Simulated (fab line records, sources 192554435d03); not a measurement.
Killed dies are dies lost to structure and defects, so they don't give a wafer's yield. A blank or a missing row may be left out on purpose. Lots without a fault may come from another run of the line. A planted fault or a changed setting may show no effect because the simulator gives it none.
Chamber matching | flow n5_finfet | N5_BEOL_M9_ETCH_76 on rie_diel-02: 4 sister chambers
The step etches underlayer in N2/H2, target depth 6.5 nm, time 5.2 s. 8 wafers are shown with their chamber, then 10 later ones without.

WAFERS WITH THEIR CHAMBER
wafer  | chamber | drypump_motor_current_A (A) | showerhead_plenum_p_Torr (Torr)
L081.4 | 0       | 5.8                         | 2.55
L085.1 | 1       | 6.4                         | 2.69
L085.2 | 0       | 5.8                         | 2.55
L089.3 | 3       | 4.7                         | 2.46
L089.4 | 2       | 6.2                         | 2.56
L089.6 | 2       | 6.1                         | 2.56
L093.2 | 1       | 6.4                         | 2.68
L093.3 | 3       | 4.7                         | 2.45

WAFERS WITHOUT THEIR CHAMBER
wafer  | drypump_motor_current_A (A) | showerhead_plenum_p_Torr (Torr)
L093.4 | 5.8                         | 2.54
L095.1 | 5.7                         | 2.54
L095.3 | 4.7                         | 2.45
L095.6 | 6.1                         | 2.55
L096.1 | 5.8                         | 2.54
L096.2 | 6.4                         | 2.68
L096.3 | 4.7                         | 2.45
L096.4 | 6.1                         | 2.55
L096.5 | 6.1                         | 2.55
L096.6 | 6.4                         | 2.68

WHICH CHAMBER EACH WENT THROUGH
wafer  | from the rows above | in truth
L093.4 | 0                   | 0
L095.1 | 0                   | 0
L095.3 | 3                   | 3
L095.6 | 2                   | 2
L096.1 | 0                   | 0
L096.2 | 1                   | 1
L096.3 | 3                   | 3
L096.4 | 2                   | 2
L096.5 | 2                   | 2
L096.6 | 1                   | 1
Placed correctly: 10 of 10. Can't be placed from these rows: 0. Placed wrongly: 0.
How it was worked out, from the rows above alone: a wafer's distance from a chamber is the root of the sum, over the readings, of the square of ((its reading less the chamber's mean) divided by the reading's scatter). The wafer belongs to the nearest chamber; if the next one is less than 2 further off, it can't be placed. A chamber's mean is the mean of its shown wafers. The scatter: the root of (the sum of the squares of (reading less its chamber's mean) over the shown wafers, divided by (wafers less chambers)).
